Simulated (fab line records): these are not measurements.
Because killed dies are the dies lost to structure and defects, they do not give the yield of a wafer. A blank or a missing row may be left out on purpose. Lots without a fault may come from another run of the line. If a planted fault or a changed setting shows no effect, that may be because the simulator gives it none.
Matching of chambers | flow nand-harc | NHARC_P_BONDPAD_ACTIVATE_29 on rie-diel-07: 4 sister chambers
The step chemistry N2, time 60 s. 8 wafers are shown with their chamber, then 12 later ones without.

WAFERS PAIRED WITH THEIR CHAMBERS
wafer  | chamber | drypump-motor-current-A (A) | oes-product-au (a.u.)
L081.5 | 2       | 6.09                        | 1.006
L080.5 | 0       | 5.53                        | 0.993
L083.2 | 2       | 6.12                        | 1.004
L088.3 | 3       | 5.91                        | 0.988
L088.6 | 1       | 6.06                        | 0.971
L091.2 | 1       | 6.08                        | 1.002
L091.5 | 0       | 5.54                        | 0.978
L091.6 | 3       | 5.93                        | 0.988

WAFERS WITHOUT THEIR CHAMBER
wafer  | drypump-motor-current-A (A) | oes-product-au (a.u.)
L092.1 | 6.06                        | 1.022
L092.2 | 6.13                        | 1.007
L092.5 | 5.94                        | 0.991
L093.2 | 6.13                        | 1.009
L093.4 | 5.91                        | 1.007
L093.5 | 6.13                        | 1.012
L094.3 | 6.09                        | 1.005
L094.4 | 5.50                        | 0.983
L094.6 | 6.09                        | 1.018
L095.3 | 6.07                        | 1.011
L095.5 | 5.50                        | 0.994
L095.6 | 6.12                        | 1.005

WHICH CHAMBER EACH WENT THROUGH
wafer  | from the rows above     | in truth
L092.1 | can't be placed: 1 or 2 | 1
L092.2 | 2                       | 2
L092.5 | 3                       | 3
L093.2 | 2                       | 2
L093.4 | 3                       | 3
L093.5 | 2                       | 2
L094.3 | can't be placed: 2 or 1 | 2
L094.4 | 0                       | 0
L094.6 | can't be placed: 2 or 1 | 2
L095.3 | can't be placed: 1 or 2 | 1
L095.5 | 0                       | 0
L095.6 | 2                       | 2
Placed correctly: 8 of 12. Unplaceable from these rows: 4, with the true chamber sitting among the candidates in 4. 0 placed wrongly.
How it was worked out, from the rows above alone: a wafer's distance from a chamber is the root of the sum, over the readings, of the square of ((its reading less the chamber's mean) divided by the reading's scatter). The wafer belongs to the nearest chamber; if the next one is less than 2 further off, it can't be placed. Each chamber's mean is taken over the wafers shown for it. The scatter: take each reading less its chamber's mean, square it, sum over the shown wafers, divide by the number of wafers less the number of chambers, and take the root.
